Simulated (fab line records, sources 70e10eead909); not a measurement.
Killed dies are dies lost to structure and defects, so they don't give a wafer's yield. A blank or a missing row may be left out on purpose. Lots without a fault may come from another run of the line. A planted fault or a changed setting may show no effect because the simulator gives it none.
Problem report in the 8D (eight disciplines) form, filled by code | flow nand_harc | the parts of the form that need people (team, actions taken, sign-off) are left out

1. THE PROBLEM
run_length_s at NHARC_A_SLIT_ETCH_15 reads a mean of 609.1 s on 4 wafers of 3 lots; wafers without a fault read 853.3 s with a standard deviation of 0.43. That is -99 or more standard deviations from the usual mean.
The step: etches the open film in O2/COS, target depth 3200 nm, time 832 s.
First seen on wafer L459.6, day 16 02:53, on rie_diel-06. The record holds 20 wafers of 7 lots with a number at this step. Rule for "out", or "out of limits": more than 4 standard deviations from the usual mean. The other wafers with a number count as sound.

2. WHAT IT IS AND WHAT IT IS NOT
question                    | is                             | is not
which readings at this step | run_length_s                   | chamber_pressure_mTorr, showerhead_plenum_p_Torr
which lots                  | L459, L462, L468               | L457, L469, L472, L475
which wafers of those lots  | L459.6, L462.2, L462.6, L468.6 | L459.4, L459.5, L462.3, L468.3
read on which tools         | rie_diel-06                    | rie_diel-01, rie_diel-07
when                        | from day 16 02:53              | up to then (5 sound wafers); but 11 sound wafers of L462, L468, L469, L472, L475 came after

3. SUSPECTS, AND WHAT RULES EACH OUT
Counting: a tool at a process step up to the reading stays a suspect if it ran every lot that is out. Sound lots after the first of them don't rule it out here, since some wafers of a struck lot are sound.
- rie_diel-06 at NHARC_A_SLIT_DESCUM_14 (chemistry O2, time 3 s): kept. It ran every lot that is out, first L459 (day 16 02:40); its last sound lot up to then is L457 (day 14 20:01).
- rie_diel-06 at NHARC_A_SLIT_ETCH_24 (etches the open film in CF4/CHF3, target depth 121 nm, time 60.5 s): kept. It ran every lot that is out, first L459 (day 16 02:46); its last sound lot up to then is L457 (day 14 20:06).
- rie_diel-06 at NHARC_A_SLIT_ETCH_15 (etches the open film in O2/COS, target depth 3200 nm, time 832 s): kept. It ran every lot that is out, first L459 (day 16 02:53); its last sound lot up to then is L457 (day 14 20:18). Its own readings are out on those wafers: run_length_s.
Left after counting: rie_diel-06 at NHARC_A_SLIT_DESCUM_14, rie_diel-06 at NHARC_A_SLIT_ETCH_24, rie_diel-06 at NHARC_A_SLIT_ETCH_15.

4. THE CAUSE (what the simulator had put in)
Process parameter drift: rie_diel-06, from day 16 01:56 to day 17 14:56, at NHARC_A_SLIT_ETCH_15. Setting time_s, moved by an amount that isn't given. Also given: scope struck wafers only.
Counting left 3 suspects, and this tool is among them.

5. THE CHAIN OF EFFECTS, in route order
Each row: a reading whose mean over the struck wafers that have a number lies more than 3 standard deviations from the usual. Only readings for which the record gives a usual standard deviation are gone through. hours: the time from each lot's start at the first step in this table that gives one to its start at this step, as a median over the lots. sigmas: the change in usual standard deviations.
hours | step                 | reading      | usual   | on struck wafers | change | sigmas
0     | NHARC_A_SLIT_ETCH_15 | run_length_s | 853.3 s | 609.1            | -244.2 | -99 or more
The process steps in it:
- NHARC_A_SLIT_ETCH_15: etches the open film in O2/COS, target depth 3200 nm, time 832 s.

6. WHAT WOULD HAVE CAUGHT IT SOONER
In this record the first reading out of limits was taken at day 16 02:53, 1 hour after the fault began at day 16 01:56.
